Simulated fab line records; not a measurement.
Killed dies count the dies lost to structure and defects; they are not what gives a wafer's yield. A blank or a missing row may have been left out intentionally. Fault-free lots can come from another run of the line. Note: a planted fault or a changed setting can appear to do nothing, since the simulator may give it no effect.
Matching of chambers | flow nand-harc | 4 sister chambers for NHARC_A_CHANNEL_FILL_D2_ALD_14 on ald-hk-04
The step deposits SiO2, target thk 2.5 nm, pulse time 10 s, ald cycles 25. 4 wafers are shown with their chamber, then 7 later ones without.

## WAFERS WITH THEIR CHAMBER
wafer  | chamber | heater-power-w (W)
L904.5 | 2       | 479
L904.6 | 3       | 457
L903.1 | 0       | 501
L903.3 | 1       | 499

## WAFERS WHOSE CHAMBER IS MISSING
wafer  | heater-power-w (W)
L903.4 | 471
L911.2 | 478
L911.3 | 458
L911.5 | 477
L913.1 | 487
L913.3 | 522
L913.4 | 449

## WHICH CHAMBER EACH ONE RAN IN
wafer  | from the rows above          | in truth
L903.4 | can't be placed: 2 or 3      | 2
L911.2 | 2                            | 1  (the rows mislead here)
L911.3 | 3                            | 3
L911.5 | can't be placed: 2 or 3      | 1
L913.1 | can't be placed: 2 or 1 or 0 | 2
L913.3 | can't be placed: 0 or 1      | 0
L913.4 | 3                            | 3
2 of 7 placed correctly. These rows do not allow placing 4 (true chamber among the candidates in 3). 1 placed wrongly.
How it was worked out, from the rows above alone: a wafer's distance from a chamber is the root of the sum, over the readings, of the square of ((its reading less the chamber's mean) divided by the reading's scatter). If the next closest chamber is less than 2 further off than the closest, the wafer can't be placed; otherwise it belongs to the closest. For every chamber, the mean is computed from those of its wafers that are shown. The scatter: root of mean squared gap, hidden wafer to nearest shown wafer, with one shown wafer a chamber.
